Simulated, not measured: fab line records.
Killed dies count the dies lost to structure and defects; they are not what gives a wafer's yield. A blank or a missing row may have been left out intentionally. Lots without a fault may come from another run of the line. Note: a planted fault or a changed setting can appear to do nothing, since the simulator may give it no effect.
Which tool was responsible? ; flow nandHarc ; Sampling: 13 lots, 39 wafers, 5 of 1159 route steps

== WHAT THE GAUGES READ, wafer by wafer ==
NHARC_P_ZERO_WELL_CD_MEAS_52: the cd target is 2000 nm. Usual: cdNm 2000.4 nm, standard deviation 1.6.
lot;measured;on;cdNm (nm);flag
L506;day 1 17:53;cdSem-02;2000.8 2001.6 2002.6;
L507;day 1 23:46;cdSem-03;2000.5 2000.0 2000.5;
L510;day 2 17:43;cdSem-02;2000.2 2000.8 2001.4;
L511;day 2 23:45;cdSem-01;2000.0 1999.3 1998.9;
L512;day 3 05:38;cdSem-03;2000.5 1996.6 1999.2;
L513;day 3 11:38;cdSem-03;1998.5 1998.9 2000.5;
L514;day 3 17:38;cdSem-02;2002.9 1998.2 1999.3;
L517;day 4 11:37;cdSem-02;1998.2 2000.2 1998.9;
L518;day 4 17:32;cdSem-02;2004.0 2000.5 1999.8;
L520;day 5 05:54;cdSem-03;2001.3 2001.7 1998.3;
L522;day 5 17:44;cdSem-03;1998.8 1999.7 2001.0;
L525;day 6 11:40;cdSem-01;2001.3 2001.3 2001.4;
L529;day 7 11:37;cdSem-02;1998.4 1998.1 1999.4;

NHARC_END_SORT_01. Usual: killedAtArray 25, standard deviation 9.5; killedAtOther 0.8, standard deviation 1.2; killedAtPeriphery 3.4, standard deviation 2.2; killedDies 29, standard deviation 10; killedOpen 3.3, standard deviation 1.8; killedShort 2.1, standard deviation 1.4.
lot;measured;on;killedAtArray;killedAtOther;killedAtPeriphery;killedDies;killedOpen;killedShort;flag
L511;day 21 16:53;prober-01;9 7 10;0 1 0;5 3 2;14 11 12;7 4 4;2 2 1;
L513;day 21 05:53;prober-02;35 35 28;1 0 1;6 5 1;42 40 30;5 7 1;4 0 0;
L514;day 21 15:23;prober-02;16 15 13;1 1 0;2 0 3;19 16 16;4 2 4;1 1 4;
L517;day 23 07:20;prober-02;19 23 19;2 5 1;6 2 12;27 30 32;7 1 2;3 3 2;
L518;day 22 06:49;prober-01;20 29 31;0 0 0;2 5 6;22 34 37;0 1 6;4 5 0;
L520;day 23 19:14;prober-01;34 30 25;1 4 4;1 0 3;36 34 32;2 1 2;4 1 3;
L525;day 24 10:02;prober-01;30 31 25;0 0 2;6 3 6;36 34 33;2 3 5;2 3 2;
L529;day 25 02:05;prober-02;20 15 20;0 1 1;5 3 4;25 19 25;8 3 4;4 2 0;

== TOOL THAT RAN EACH LOT (tool first, then ch and the chambers of the sampled wafers, then the start) ==
lot;NHARC_P_ZERO_WELL_ETCH_63;NHARC_P_ZERO_WELL_PEB_22;NHARC_P_STI_ETCH_15
L506;rieSi-03 ch 0,3, day 1 13:47;lithoTrack-05 ch 0, day 1 14:38;rieSi-05 ch 1,2,3, day 2 13:40
L507;rieSi-03 ch 0,1, day 1 19:47;lithoTrack-03 ch 0, day 1 20:29;rieSi-04 ch 0,1,2, day 2 20:27
L510;rieSi-06 ch 1,2,3, day 2 13:43;lithoTrack-02 ch 0, day 2 14:31;rieSi-04 ch 0,2,3, day 3 11:33
L511;rieSi-06 ch 0,2,3, day 2 19:36;lithoTrack-02 ch 0, day 2 20:19;rieSi-04 ch 0,1,3, day 3 18:38
L512;rieSi-03 ch 2,3, day 3 01:40;lithoTrack-02 ch 0, day 3 02:22;rieSi-05 ch 1,2, day 4 00:17
L513;rieSi-03 ch 0,1,3, day 3 07:34;lithoTrack-05 ch 0, day 3 08:23;rieSi-05 ch 2,3, day 4 05:26
L514;rieSi-03 ch 0,1,3, day 3 13:32;lithoTrack-02 ch 0, day 3 14:23;rieSi-05 ch 0,2,3, day 4 11:54
L517;rieSi-01 ch 0,3, day 4 07:40;lithoTrack-02 ch 0, day 4 08:22;rieSi-02 ch 1,2,3, day 5 08:03
L518;rieSi-06 ch 0,2,3, day 4 13:34;lithoTrack-02 ch 0, day 4 14:17;rieSi-05 ch 0,2,3, day 5 07:55
L520;rieSi-03 ch 0,2,3, day 5 01:39;lithoTrack-02 ch 0, day 5 02:32;rieSi-05 ch 0,2,3, day 6 01:23
L522;rieSi-01 ch 0,1,3, day 5 13:39;lithoTrack-05 ch 0, day 5 14:22;rieSi-05 ch 0,2, day 6 11:31
L525;rieSi-06 ch 0,1,3, day 6 07:41;lithoTrack-03 ch 0, day 6 08:31;rieSi-02 ch 0,3, day 7 08:25
L529;rieSi-01 ch 1,2, day 7 07:32;lithoTrack-05 ch 0, day 7 08:22;rieSi-02 ch 0,3, day 8 05:21
- NHARC_P_ZERO_WELL_ETCH_63: etches the open film in HBr/Cl2, target depth 120 nm, time 40.1 s.
- NHARC_P_ZERO_WELL_PEB_22: peb time 85 s.
- NHARC_P_STI_ETCH_15: etches the open film in HBr/Cl2, target depth 300 nm, time 100.1 s.

== AS READ BY THE TOOLS THEMSELVES (means over the sampled wafers that have a number; for cases with no such wafer, the mark the record gives instead) ==
NHARC_P_ZERO_WELL_ETCH_63. Usual: drypumpMotorCurrentA 5.6 A, standard deviation 0.41; oesProductAu 1.005 a.u., standard deviation 0.01; throttleValvePct 26.405 %, standard deviation 0.009.
lot;tool;drypumpMotorCurrentA (A);oesProductAu (a.u.);throttleValvePct (%);flag
L506;rieSi-03;5.2;1.007;26.402;
L507;rieSi-03;5.4;0.999;26.409;
L510;rieSi-06;5.7;1.012;26.401;
L511;rieSi-06;5.6;1.004;26.406;
L512;rieSi-03;5.4;0.997;26.398;
L513;rieSi-03;5.3;0.998;26.405;
L514;rieSi-03;5.3;1.003;26.409;
L517;rieSi-01;5.7;1.009;26.405;
L518;rieSi-06;5.6;0.990;26.408;
L520;rieSi-03;5.2;1.008;26.416;
L522;rieSi-01;5.9;1.013;26.410;
L525;rieSi-06;5.7;1.002;26.402;
L529;rieSi-01;6.4;1.012;26.404;

NHARC_P_ZERO_WELL_PEB_22. Usual: heaterPowerTotalW 163.96 W, standard deviation 0.26; plateTempC 117.99 C, standard deviation 0.13.
lot;tool;heaterPowerTotalW (W);plateTempC (C);flag
L506;lithoTrack-05;164.05;117.87;
L507;lithoTrack-03;163.98;117.91;
L510;lithoTrack-02;163.70;117.99;
L511;lithoTrack-02;164.00;118.10;
L512;lithoTrack-02;163.76;117.96;
L513;lithoTrack-05;164.10;117.98;
L514;lithoTrack-02;164.14;118.06;
L517;lithoTrack-02;160.79;116.15;OFF
L518;lithoTrack-02;160.62;116.15;OFF
L520;lithoTrack-02;160.54;116.18;OFF
L522;lithoTrack-05;163.99;117.95;
L525;lithoTrack-03;163.93;118.03;
L529;lithoTrack-05;163.82;117.97;

NHARC_P_STI_ETCH_15. Usual: drypumpMotorCurrentA 5.7 A, standard deviation 0.48; oesProductAu 0.999 a.u., standard deviation 0.0099; throttleValvePct 26.406 %, standard deviation 0.0092.
lot;tool;drypumpMotorCurrentA (A);oesProductAu (a.u.);throttleValvePct (%);flag
L506;rieSi-05;6.1;1.000;26.408;
L507;rieSi-04;5.4;0.995;26.406;
L510;rieSi-04;5.5;0.990;26.408;
L511;rieSi-04;5.3;0.997;26.409;
L512;rieSi-05;6.0;0.992;26.397;
L513;rieSi-05;6.3;0.997;26.411;
L514;rieSi-05;6.3;0.996;26.404;
L517;rieSi-02;5.3;1.000;26.397;
L518;rieSi-05;6.3;1.003;26.410;
L520;rieSi-05;6.3;1.005;26.420;
L522;rieSi-05;6.4;1.002;26.410;
L525;rieSi-02;5.2;1.008;26.403;
L529;rieSi-02;5.2;0.991;26.408;

== THE ANSWER, worked out from the rows above alone ==
Rule: lot off if the mean of its wafers having a number is beyond 3 standard deviations from the usual mean. A lot without any number at a reading at which 4 lots or more have one is off too. Where the step has rows for the other lots, those lots are counted as sound. After the gauges, taken in route order, come the tools' own readings; for these a lot's mean is taken, as printed above. At the first step where some lot is off, the reading lying furthest off is the one used; lots without a number count as furthest.
Off: L517, L518, L520 (NHARC_P_ZERO_WELL_PEB_22, plateTempC).
If a tool, at that step or one of the process steps before it, ran each lot that is off and ran no sound lot following the first of them, it fits. One fits: NHARC_P_ZERO_WELL_PEB_22 on lithoTrack-02. Its last sound lot is L514 (day 3 14:23), its first lot that is off L517 (day 4 08:22): a fault that began between those two fits.
The tool's own readings at NHARC_P_ZERO_WELL_PEB_22 bear it out: on the lots that are off they differ by more than 5 times the standard deviation of the sound lots' means. heaterPowerTotalW reads 160.65 W there against 163.95 W on the sound lots; plateTempC reads 116.16 C there against 117.98 C on the sound lots.

== WHAT THE SIMULATOR PUT IN ==
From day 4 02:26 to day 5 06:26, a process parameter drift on lithoTrack-02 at NHARC_P_ZERO_WELL_PEB_22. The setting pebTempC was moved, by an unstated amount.
Lots struck among those shown: L517, L518, L520. The rule given above showed the same thing.
